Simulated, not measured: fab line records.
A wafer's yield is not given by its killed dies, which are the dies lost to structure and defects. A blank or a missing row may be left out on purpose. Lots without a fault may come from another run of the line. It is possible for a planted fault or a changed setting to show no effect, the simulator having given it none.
Chamber matching + flow nand-harc + NHARC_A_CONTACT_ETCH_106 on rie-diel-10: 4 sister chambers
The step etches the open film in CF4/O2, target depth 90 nm, overetch 9 nm, time 49.5 s. 4 wafers are shown with their chamber, then 7 later ones without.

## WAFERS WITH THEIR CHAMBER
| wafer  | chamber | showerhead-plenum-p-Torr (Torr) |
|--------|---------|---------------------------------|
| L083.6 | 3       | 1.28                            |
| L085.2 | 2       | 1.39                            |
| L087.4 | 1       | 1.35                            |
| L087.5 | 0       | 1.33                            |

## WAFERS MISSING THEIR CHAMBER
| wafer  | showerhead-plenum-p-Torr (Torr) |
|--------|---------------------------------|
| L087.6 | 1.35                            |
| L089.3 | 1.33                            |
| L089.5 | 1.27                            |
| L089.6 | 1.33                            |
| L088.1 | 1.27                            |
| L088.3 | 1.33                            |
| L088.4 | 1.35                            |

## CHAMBER TAKEN BY EACH
| wafer  | from the rows above | in truth |
|--------|---------------------|----------|
| L087.6 | 1                   | 1        |
| L089.3 | 0                   | 0        |
| L089.5 | 3                   | 3        |
| L089.6 | 0                   | 0        |
| L088.1 | 3                   | 3        |
| L088.3 | 0                   | 0        |
| L088.4 | 1                   | 1        |
Correctly placed: 7 of 7. From these rows, 0 cannot be placed. Wrongly placed: 0.
How it was worked out, from the rows above alone: a wafer's distance from a chamber is the root of the sum, over the readings, of the square of ((its reading less the chamber's mean) divided by the reading's scatter). If the next closest chamber is less than 2 further off than the closest, the wafer can't be placed; otherwise it belongs to the closest. Each chamber's mean is taken over the wafers shown for it. The scatter: root of mean squared gap, hidden wafer to nearest shown wafer, with one shown wafer a chamber.
